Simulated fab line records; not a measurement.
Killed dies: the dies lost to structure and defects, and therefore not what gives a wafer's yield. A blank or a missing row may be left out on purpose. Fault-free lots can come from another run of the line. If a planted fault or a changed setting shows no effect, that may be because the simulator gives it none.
Which tool did it? | flow nand-harc | 11 lots with 32 wafers sampled at 6 steps, on a route of 1302 steps

## WHAT THE GAUGES READ, wafer by wafer
NHARC_END_SORT_01. Usual: killed-at-array 58, standard deviation 22; killed-at-other 1.0, standard deviation 1.3; killed-at-periphery 5, standard deviation 3.4; killed-dies 64, standard deviation 22; killed-open 3.6, standard deviation 1.8; killed-short 2.4, standard deviation 1.7.
lot  | measured     | on        | killed-at-array | killed-at-other | killed-at-periphery | killed-dies | killed-open | killed-short | flag
L397 | day 30 07:26 | prober-01 | 41 50 48        | 0 0 1           | 5 2 1               | 46 52 50    | 7 4 1       | 6 2 8        |
L399 | day 30 22:19 | prober-01 | 74 78 90        | 6 0 2           | 6 1 5               | 86 79 97    | 3 5 4       | 4 4 2        |
L401 | day 32 06:52 | prober-01 | 60 57 47        | 4 0 3           | 4 8 1               | 68 65 51    | 4 4 1       | 3 2 2        |
L402 | day 32 06:04 | prober-02 | 87 71 67        | 0 1 1           | 3 8 9               | 90 80 77    | 5 4 4       | 1 0 4        |
L403 | day 33 04:06 | prober-01 | 88 78 66        | 3 0 0           | 2 0 7               | 93 78 73    | 6 1 7       | 6 5 3        |
L405 | day 33 11:53 | prober-01 | 84 73 60        | 2 2 0           | 16 14 14            | 102 89 74   | 7 5 5       | 3 4 2        |

## TOOL THAT RAN EACH LOT (tool first, then ch and the chambers of the sampled wafers, then the start)
lot  | NHARC_A_CONTACT_ETCH_137             | NHARC_A_CONTACT_ETCH_110           | NHARC_A_CONTACT_ALD_18              | NHARC_A_CONTACT_CVD_19        | NHARC_A_CONTACT_CMP_20
L387 | har-cap-etch-02 ch 1, day 23 16:45   | rie-diel-05 ch 0,2, day 23 18:37   | ald-metal-03 ch 0,3, day 23 19:16   | cvd-w-02 ch 0,1, day 23 19:35 | cmp-02 ch 1,2,3, day 23 20:22
L393 | har-cap-etch-02 ch 0, day 26 10:19   | rie-diel-05 ch 0,2, day 26 11:47   | ald-metal-03 ch 1, day 26 12:26     | cvd-w-02 ch 0,1, day 26 13:00 | cmp-02 ch 0,2, day 26 13:35
L394 | har-cap-etch-01 ch 0,1, day 26 19:42 | rie-diel-10 ch 0,1,3, day 26 21:17 | ald-metal-04 ch 0,2,3, day 26 21:58 | cvd-w-02 ch 0,1, day 26 22:07 | cmp-04 ch 2,3, day 26 23:01
L397 | har-cap-etch-03 ch 0,1, day 28 01:31 | rie-diel-05 ch 2,3, day 28 03:25   | ald-metal-02 ch 0,2, day 28 04:05   | cvd-w-01 ch 1, day 28 04:16   | cmp-01 ch 0,1,3, day 28 05:12
L398 | har-cap-etch-02 ch 0,1, day 28 05:26 | rie-diel-10 ch 0,1, day 28 07:08   | ald-metal-03 ch 0,1,3, day 28 07:52 | cvd-w-01 ch 0,1, day 28 08:24 | cmp-01 ch 0,1,2, day 28 08:59
L399 | har-cap-etch-03 ch 1, day 28 23:08   | rie-diel-10 ch 1,2, day 29 00:42   | ald-metal-04 ch 0,2,3, day 29 01:22 | cvd-w-01 ch 0, day 29 01:40   | cmp-04 ch 0,3, day 29 02:26
L401 | har-cap-etch-02 ch 0,1, day 30 06:49 | rie-diel-10 ch 0,1, day 30 08:23   | ald-metal-04 ch 0,1,2, day 30 09:06 | cvd-w-01 ch 0,1, day 30 09:14 | cmp-04 ch 0,2,3, day 30 10:12
L402 | har-cap-etch-03 ch 0,1, day 30 07:40 | rie-diel-05 ch 0,1,2, day 30 09:17 | ald-metal-03 ch 0,2, day 30 09:56   | cvd-w-02 ch 0,1, day 30 10:10 | cmp-01 ch 0,1,2, day 30 11:04
L403 | har-cap-etch-01 ch 0,1, day 31 00:17 | rie-diel-10 ch 0,1,3, day 31 02:01 | ald-metal-04 ch 1,2,3, day 31 02:54 | cvd-w-01 ch 0,1, day 31 03:12 | cmp-02 ch 0,1, day 31 03:58
L404 | har-cap-etch-01 ch 0,1, day 31 03:39 | rie-diel-05 ch 0,1,3, day 31 05:16 | ald-metal-02 ch 0,2,3, day 31 05:55 | cvd-w-02 ch 0,1, day 31 06:07 | cmp-04 ch 0,2,3, day 31 07:02
L405 | har-cap-etch-01 ch 0, day 31 11:08   | rie-diel-10 ch 0,1,3, day 31 12:42 | ald-metal-03 ch 0,1, day 31 13:23   | cvd-w-02 ch 0,1, day 31 13:41 | cmp-02 ch 0,2, day 31 14:28
- NHARC_A_CONTACT_ETCH_137: etches the open film in C4F8/O2/Ar, time 311 s, target depth 1912 nm.
- NHARC_A_CONTACT_ETCH_110: etches the open film in CF4/O2, target depth 60 nm, overetch 6 nm, time 33 s.
- NHARC_A_CONTACT_ALD_18: deposits TiN, target thk 3 nm, pulse time 1 s, ald cycles 150.
- NHARC_A_CONTACT_CVD_19: deposits W, target thk 300 nm, time 802 s.
- NHARC_A_CONTACT_CMP_20: polishes, t overpolish 30 s, target thk 300 nm.

## AS READ BY THE TOOLS THEMSELVES (means over the sampled wafers that have a number; for cases with no such wafer, the mark the record gives instead)
NHARC_A_CONTACT_ETCH_137. Usual: oes-air-line-au reads 0.997 a.u. (standard deviation 0.021).
lot  | tool            | oes-air-line-au (a.u.) | flag
L387 | har-cap-etch-02 | 0.996                  |
L393 | har-cap-etch-02 | 0.986                  |
L394 | har-cap-etch-01 | 0.999                  |
L397 | har-cap-etch-03 | 1.012                  |
L398 | har-cap-etch-02 | 1.001                  |
L399 | har-cap-etch-03 | 0.998                  |
L401 | har-cap-etch-02 | 0.993                  |
L402 | har-cap-etch-03 | 0.975                  |
L403 | har-cap-etch-01 | 1.004                  |
L404 | har-cap-etch-01 | 0.998                  |
L405 | har-cap-etch-01 | 0.987                  |

NHARC_A_CONTACT_ETCH_110. Usual: for cf4-flow-sccm, 80.02 sccm with a standard deviation of 0.23; for drypump-motor-current-A, 5.75 A with a standard deviation of 0.25; for o2-flow-sccm, 19.99 sccm with a standard deviation of 0.058; for oes-product-au, 0.998 a.u. with a standard deviation of 0.013; for rf-vpp-V, 198.2 V with a standard deviation of 1.2; for showerhead-plenum-p-Torr, 1.36 Torr with a standard deviation of 0.049; for throttle-valve-pct, 13.398 % with a standard deviation of 0.0086.
lot  | tool        | cf4-flow-sccm (sccm) | drypump-motor-current-A (A) | o2-flow-sccm (sccm) | oes-product-au (a.u.) | rf-vpp-V (V) | showerhead-plenum-p-Torr (Torr) | throttle-valve-pct (%) | flag
L387 | rie-diel-05 | 79.93                | 5.97                        | 20.02               | 0.999                 | 197.7        | 1.29                            | 13.397                 |
L393 | rie-diel-05 | 80.31                | 5.89                        | 20.01               | 0.996                 | 197.4        | 1.31                            | 13.395                 |
L394 | rie-diel-10 | 80.00                | 5.71                        | 20.01               | 0.984                 | 198.1        | 1.37                            | 13.391                 |
L397 | rie-diel-05 | 79.81                | 5.94                        | 19.99               | 0.995                 | 197.6        | 1.31                            | 13.401                 |
L398 | rie-diel-10 | 80.04                | 5.56                        | 19.97               | 0.987                 | 198.9        | 1.39                            | 13.398                 |
L399 | rie-diel-10 | 80.06                | 5.54                        | 19.97               | 1.002                 | 198.2        | 1.40                            | 13.397                 |
L401 | rie-diel-10 | 80.01                | 5.55                        | 20.00               | 0.993                 | 199.0        | 1.39                            | 13.402                 |
L402 | rie-diel-05 | 80.29                | 5.90                        | 19.99               | 0.997                 | 197.1        | 1.32                            | 13.406                 |
L403 | rie-diel-10 | 79.90                | 5.72                        | 19.99               | 0.995                 | 198.6        | 1.36                            | 13.408                 |
L404 | rie-diel-05 | 80.01                | 5.79                        | 19.97               | 0.987                 | 197.9        | 1.35                            | 13.400                 |
L405 | rie-diel-10 | 79.81                | 5.71                        | 19.98               | 0.990                 | 197.8        | 1.36                            | 13.396                 |

NHARC_A_CONTACT_ALD_18. Usual: heater-power-outer-w 680 W, standard deviation 78; heater-power-w 1063 W, standard deviation 110; precursor-pulse-height-rel 0.997, standard deviation 0.02.
lot  | tool         | heater-power-outer-w (W) | heater-power-w (W) | precursor-pulse-height-rel | flag
L387 | ald-metal-03 | 649                      | 1050               | 0.999                      |
L393 | ald-metal-03 | 576                      | 1022               | 1.004                      |
L394 | ald-metal-04 | 719                      | 1117               | 0.996                      |
L397 | ald-metal-02 | 649                      | 1044               | 0.981                      |
L398 | ald-metal-03 | 593                      | 1009               | 0.994                      |
L399 | ald-metal-04 | 736                      | 1132               | 0.996                      |
L401 | ald-metal-04 | 704                      | 1072               | 0.978                      |
L402 | ald-metal-03 | 648                      | 1068               | 0.987                      |
L403 | ald-metal-04 | 735                      | 1156               | 0.987                      |
L404 | ald-metal-02 | 670                      | 1037               | 1.019                      |
L405 | ald-metal-03 | 613                      | 1047               | 1.011                      |

NHARC_A_CONTACT_CVD_19. Usual: heater-power-outer-w 264 W, standard deviation 14; heater-power-w 451 W, standard deviation 13; throttle-valve-pct 7.91 %, standard deviation 0.28.
lot  | tool     | heater-power-outer-w (W) | heater-power-w (W) | throttle-valve-pct (%) | flag
L387 | cvd-w-02 | 255                      | 456                | 7.46                   |
L393 | cvd-w-02 | 258                      | 464                | 7.85                   |
L394 | cvd-w-02 | 258                      | 456                | 7.70                   |
L397 | cvd-w-01 | 263                      | 439                | 7.89                   |
L398 | cvd-w-01 | 259                      | 436                | 8.04                   |
L399 | cvd-w-01 | 275                      | 454                | 8.01                   |
L401 | cvd-w-01 | 268                      | 445                | 8.18                   |
L402 | cvd-w-02 | 256                      | 466                | 7.52                   |
L403 | cvd-w-01 | 264                      | 443                | 8.05                   |
L404 | cvd-w-02 | 274                      | 460                | 7.73                   |
L405 | cvd-w-02 | 253                      | 452                | 7.72                   |

NHARC_A_CONTACT_CMP_20. Usual: edge-zone-pressure-frac 1.000, standard deviation 0.0048; motor-current-A 12.5 A, standard deviation 1.3; overpolish-run-s 30.001 s, standard deviation 0.0098; time-to-endpoint-s 61 s, standard deviation 3.2.
lot  | tool   | edge-zone-pressure-frac | motor-current-A (A) | overpolish-run-s (s) | time-to-endpoint-s (s) | flag
L387 | cmp-02 | 1.001                   | 11.8                | 29.997               | 62                     |
L393 | cmp-02 | 0.996                   | 11.4                | 30.002               | 65                     |
L394 | cmp-04 | 1.002                   | 13.2                | 30.008               | 69                     |
L397 | cmp-01 | 1.002                   | 14.8                | 29.989               | 60                     |
L398 | cmp-01 | 0.998                   | 13.5                | 29.997               | 62                     |
L399 | cmp-04 | 1.004                   | 11.6                | 29.998               | 62                     |
L401 | cmp-04 | 0.998                   | 12.5                | 29.995               | 64                     |
L402 | cmp-01 | 1.003                   | 13.9                | 29.998               | 65                     |
L403 | cmp-02 | 1.003                   | 12.3                | 29.988               | 63                     |
L404 | cmp-04 | 0.999                   | 12.5                | 30.006               | 62                     |
L405 | cmp-02 | 1.000                   | 11.6                | 30.006               | 67                     |

## THE ANSWER, worked out from the rows above alone
Rule: a lot is off if the mean of its wafers that have a number lies more than 3 standard deviations from the usual mean. Also off: a lot with no number at a reading for which 4 or more lots have one. All remaining lots with rows at the step are treated as sound. After the gauges, taken in route order, come the tools' own readings; for these a lot's mean is taken, as printed above. The first step at which some lot is off is used, and at that step the reading that is off furthest; a lot without a number counts as furthest.
No lot is off at any reading shown: from this, nothing can be told.

## WHAT THE SIMULATOR HAD PUT IN
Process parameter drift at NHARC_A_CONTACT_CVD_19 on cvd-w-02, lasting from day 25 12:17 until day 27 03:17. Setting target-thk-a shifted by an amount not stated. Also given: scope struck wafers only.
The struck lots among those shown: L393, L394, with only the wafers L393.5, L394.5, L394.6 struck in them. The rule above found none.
